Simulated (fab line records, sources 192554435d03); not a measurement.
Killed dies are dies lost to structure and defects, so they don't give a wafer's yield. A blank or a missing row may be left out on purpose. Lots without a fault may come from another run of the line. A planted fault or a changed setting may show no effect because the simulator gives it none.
Chamber matching | flow n5_finfet | N5_BEOL_M6_DESCUM_16 on rie_diel-02: 4 sister chambers
The step chemistry O2, time 7.9 s. 20 wafers are shown with their chamber, then 10 later ones without.

WAFERS WITH THEIR CHAMBER
wafer  | chamber | showerhead_plenum_p_Torr (Torr) | oes_product_au (a.u.) | throttle_valve_pct (%)
L075.2 | 2       | 2.04                            | 0.89                  | 20.60
L075.4 | 0       | 2.07                            | 0.72                  | 20.48
L075.6 | 2       | 2.04                            | 0.89                  | 20.63
L077.1 | 0       | 2.07                            | 0.71                  | 20.50
L077.2 | 3       | 2.20                            | 0.77                  | 20.60
L077.5 | 0       | 2.07                            | 0.71                  | 20.48
L080.2 | 2       | 2.04                            | 0.88                  | 20.65
L080.5 | 3       | 2.19                            | 0.76                  | 20.61
L080.6 | 2       | 2.04                            | 0.87                  | 20.65
L082.1 | 2       | 2.04                            | 0.87                  | 20.63
L082.3 | 3       | 2.19                            | 0.76                  | 20.63
L082.5 | 1       | 2.03                            | 0.84                  | 20.39
L084.2 | 3       | 2.19                            | 0.75                  | 20.63
L084.4 | 0       | 2.06                            | 0.70                  | 20.51
L084.6 | 0       | 2.06                            | 0.70                  | 20.52
L089.2 | 0       | 2.06                            | 0.70                  | 20.53
L089.3 | 2       | 2.03                            | 0.84                  | 20.66
L089.5 | 0       | 2.06                            | 0.70                  | 20.54
L092.1 | 0       | 2.06                            | 0.69                  | 20.53
L092.2 | 3       | 2.18                            | 0.74                  | 20.66

SIGNATURES (means of the wafers above)
reading                  | chamber 0 | chamber 1 | chamber 2 | chamber 3 | scatter within a chamber
showerhead_plenum_p_Torr | 2.0637    | 2.0300    | 2.0383    | 2.1900    | 0.00542
oes_product_au           | 0.7037    | 0.8400    | 0.8733    | 0.7560    | 0.0133
throttle_valve_pct       | 20.5113   | 20.3900   | 20.6367   | 20.6260   | 0.0226
Rule: a wafer's distance from a chamber is the root of the sum, over the readings, of the square of ((its reading less the chamber's mean) divided by the reading's scatter). The wafer belongs to the nearest chamber; if the next one is less than 2 further off, it can't be placed. The scatter: the root of (the sum of the squares of (reading less its chamber's mean) over the shown wafers, divided by (wafers less chambers)).

WAFERS WITHOUT THEIR CHAMBER
wafer  | showerhead_plenum_p_Torr (Torr) | oes_product_au (a.u.) | throttle_valve_pct (%)
L092.3 | 2.02                            | 0.80                  | 20.43
L093.2 | 2.18                            | 0.73                  | 20.66
L093.3 | 2.03                            | 0.84                  | 20.68
L093.4 | 2.06                            | 0.68                  | 20.56
L094.1 | 2.18                            | 0.73                  | 20.66
L094.5 | 2.18                            | 0.73                  | 20.67
L094.6 | 2.03                            | 0.83                  | 20.70
L095.2 | 2.03                            | 0.82                  | 20.69
L095.3 | 2.06                            | 0.69                  | 20.56
L095.4 | 2.02                            | 0.78                  | 20.45

WHICH CHAMBER EACH WENT THROUGH
wafer  | from the rows above | in truth
L092.3 | 1                   | 1
L093.2 | 3                   | 3
L093.3 | 2                   | 2
L093.4 | 0                   | 0
L094.1 | 3                   | 3
L094.5 | 3                   | 3
L094.6 | 2                   | 2
L095.2 | 2                   | 2
L095.3 | 0                   | 0
L095.4 | 1                   | 1
Placed correctly: 10 of 10. Can't be placed from these rows: 0. Placed wrongly: 0.
